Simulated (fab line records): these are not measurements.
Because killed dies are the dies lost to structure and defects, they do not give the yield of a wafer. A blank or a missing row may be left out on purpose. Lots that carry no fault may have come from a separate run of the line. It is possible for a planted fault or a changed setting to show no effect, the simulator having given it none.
Chamber matching ; flow nand-harc ; NHARC_P_BONDPAD_CMP_19 on cmp-01 has 4 sister chambers
The step polishes, t overpolish 30 s, cu recess touch 16 s, target thk 160.81 nm. 4 wafers are shown with their chamber, then 9 later ones without.

## WAFERS WITH THEIR CHAMBER
wafer;chamber;motor-current-A (A)
L082.4;1;11.0
L088.4;2;12.3
L088.5;0;10.6
L088.6;3;12.0

## WAFERS WITHOUT THEIR CHAMBER
wafer;motor-current-A (A)
L093.1;12.0
L093.3;11.6
L093.6;11.4
L094.2;11.2
L094.4;10.7
L094.6;12.0
L095.2;11.6
L095.3;10.4
L095.5;12.8

## THE CHAMBER EACH PASSED THROUGH
wafer;from the rows above;in truth
L093.1;can't be placed: 3 or 2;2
L093.3;can't be placed: 3 or 1 or 2 or 0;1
L093.6;can't be placed: 1 or 3 or 0 or 2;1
L094.2;can't be placed: 1 or 0 or 3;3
L094.4;can't be placed: 0 or 1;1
L094.6;can't be placed: 3 or 2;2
L095.2;can't be placed: 3 or 1 or 2 or 0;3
L095.3;can't be placed: 0 or 1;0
L095.5;can't be placed: 2 or 3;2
Correct placement for 0 of the 9. Cannot be placed on the basis of these rows: 9; the candidates contain the true chamber in 9. 0 placed wrongly.
How it was worked out, from the rows above alone: a wafer's distance from a chamber is the root of the sum, over the readings, of the square of ((its reading less the chamber's mean) divided by the reading's scatter). If the next closest chamber is less than 2 further off than the closest, the wafer can't be placed; otherwise it belongs to the closest. Each chamber's mean is taken over the wafers shown for it. The scatter: with one shown wafer a chamber, the root of the mean of the squares of how far each hidden wafer lies from its nearest shown one.
